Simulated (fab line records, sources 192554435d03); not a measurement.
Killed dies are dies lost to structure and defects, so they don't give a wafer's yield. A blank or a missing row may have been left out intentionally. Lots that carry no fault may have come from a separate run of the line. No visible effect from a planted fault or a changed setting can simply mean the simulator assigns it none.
Comparing a struck lot with a sound one | flow n5Finfet | 36 steps out of a route of 1938
Sound: these wafers, L187.2, L187.4, L187.6. Struck: wafer L178.5; the same lot's L178.1 was not struck, so it is left out; see the end for the cause.
Each step with rows lists, per side, the tool, then ch with its chambers, then its first start. Under that, the readings that differ: sound wafers | struck wafers | difference of the means | sigmas: that difference in standard deviations of wafers without a fault.
alike: same words and numbers on both sides, and readings whose means sit less than 2 such deviations apart. not compared: any withheld reading, any reading some wafer has no value for, any bound like >300 that may hide the same value, and any number with overlapping values for which the record gives no deviation.
The two part at a step that has a row with sigmas, a row that says differs or no value, or rows on one side only. Numbers that don't overlap but have no deviation are shown without sigmas and don't part them. A reading missing from all wafers of one side parts the sides only when that side holds two or more wafers.

first, 9 steps without rows for these wafers: N5_BEOL_M5_ANNEAL_89 (time 1800 s); N5_BEOL_M5_SPUTTER_90 (material Cu, target thk 4.5 nm, time 8.29 s); N5_BEOL_M5_ECD_50 (material Cu, target thk 300 nm); N5_BEOL_M5_ANNEAL_51 (time 90 s); N5_BEOL_M5_CMP_52 (polishes, stops on SiCOH lowk, t overpolish 6.9 s, target thk 62 nm); N5_BEOL_M5_PRE_CLEAN_77 (time 15 s); N5_BEOL_M5_CO_CAP_78 (material Co, precursor CCTBA/H2, target thk 2 nm, time 102.1 s); N5_BEOL_M5_PRE_CLEAN_55 (time 15 s); N5_BEOL_M5_DEP_56 (deposits SiCN from 3MS/NH3, target thk 8 nm, time 14 s).
N5_BEOL_M6_ILD_DEP_00: deposits SiCOH lowk from DEMS/porogen, target thk 179.75 nm, time 33.4 s.
  sound on pecvd-04 ch 0,1,2, day 14 06:07; struck on pecvd-03 ch 1, day 12 01:52
reading                                           | sound           | struck | difference | sigmas
model.SiCOH_lowk_of_BEOL_M6_ILD_DEP_00.thkNm (nm) | 180 180.6 181.2 | 189.4  | +8.8       | 
  alike: heaterPowerW, showerheadPlenumPTorr, throttleValvePct
then, 1 step without rows for these wafers: N5_BEOL_M6_CURE_74 (cures SiCOH lowk, time 240 s).
N5_BEOL_M6_THK_MEAS_01:
  struck on filmMetro-02, day 12 02:26; sound on filmMetro-02, day 14 06:42
reading         | sound             | struck | difference | sigmas
M6_ILD_THK (nm) | 155.3 155.7 156.2 | 163.5  | +7.8       | +4
then, 23 steps without rows for these wafers: N5_BEOL_M6_PECVD_70 (deposits SiO2 from TEOS/O2, target thk 20 nm, time 22.7 s); N5_BEOL_M6_HM_DEP_02 (deposits TiN, target thk 20 nm); N5_BEOL_M6_COAT_59 (time 60 s, resist thk 100 nm); N5_BEOL_M6_COAT_60 (time 60 s, resist thk 35 nm); N5_BEOL_M6_COAT_05 (resist thk 90 nm); N5_BEOL_M6_EBR_07; N5_BEOL_M6_SOFTBAKE_06 (time 60 s); N5_BEOL_M6_EXPOSE_08 (exposes mask M6); N5_BEOL_M6_PEB_09 (peb time 60 s); N5_BEOL_M6_DEVELOP_10 (develop time 30 s); N5_BEOL_M6_DESCUM_16 (chemistry O2, time 7.9 s); N5_BEOL_M6_ETCH_61 (etches SiARC in CF4, target depth 45.5 nm, time 75.8 s); N5_BEOL_M6_ETCH_62 (etches SOC in N2/H2, target depth 110 nm, overetch 22 nm, time 165 s); N5_BEOL_M6_STRIP_68 (strips in N2/H2); N5_BEOL_M6_STRIP_67 (strips in CF4); N5_BEOL_M6_HM_OPEN_17 (chemistry Cl2/BCl3, target TiN, target depth 20 nm, overetch 6 nm); N5_BEOL_M6_STRIP_19 (strips in O2); N5_BEOL_M6_COAT_63 (time 60 s, resist thk 60 nm); N5_BEOL_M6_COAT_64 (time 60 s, resist thk 12 nm); N5_BEOL_M6_COAT_71 (time 60 s, resist thk 5 nm); N5_BEOL_M6_COAT_22 (resist thk 30 nm); N5_BEOL_M6_EBR_24; N5_BEOL_M6_SOFTBAKE_23 (time 60 s).
N5_BEOL_M6_CMP_52: polishes, stops on SiCOH lowk, t overpolish 6.9 s, target thk 80 nm.
  sound on cmp-03 ch 0,2,3, day 14 12:35; struck on cmp-04 ch 2, day 12 08:36
reading                                           | sound             | struck | difference | sigmas
model.SiCOH_lowk_of_BEOL_M6_ILD_DEP_00.thkNm (nm) | 152.2 152.6 153.2 | 160.4  | +7.7       | 
  alike: barrierFieldEndpointS, edgeZonePressureFrac, motorCurrentA, overpolishRunS, timeToEndpointS

== WHERE THEY PART ==
At N5_BEOL_M6_THK_MEAS_01 and nowhere else, as far as this record goes. Later steps at which nothing parts them and some readings are alike: N5_BEOL_M6_CMP_52.

WHY: the cause the simulator had injected
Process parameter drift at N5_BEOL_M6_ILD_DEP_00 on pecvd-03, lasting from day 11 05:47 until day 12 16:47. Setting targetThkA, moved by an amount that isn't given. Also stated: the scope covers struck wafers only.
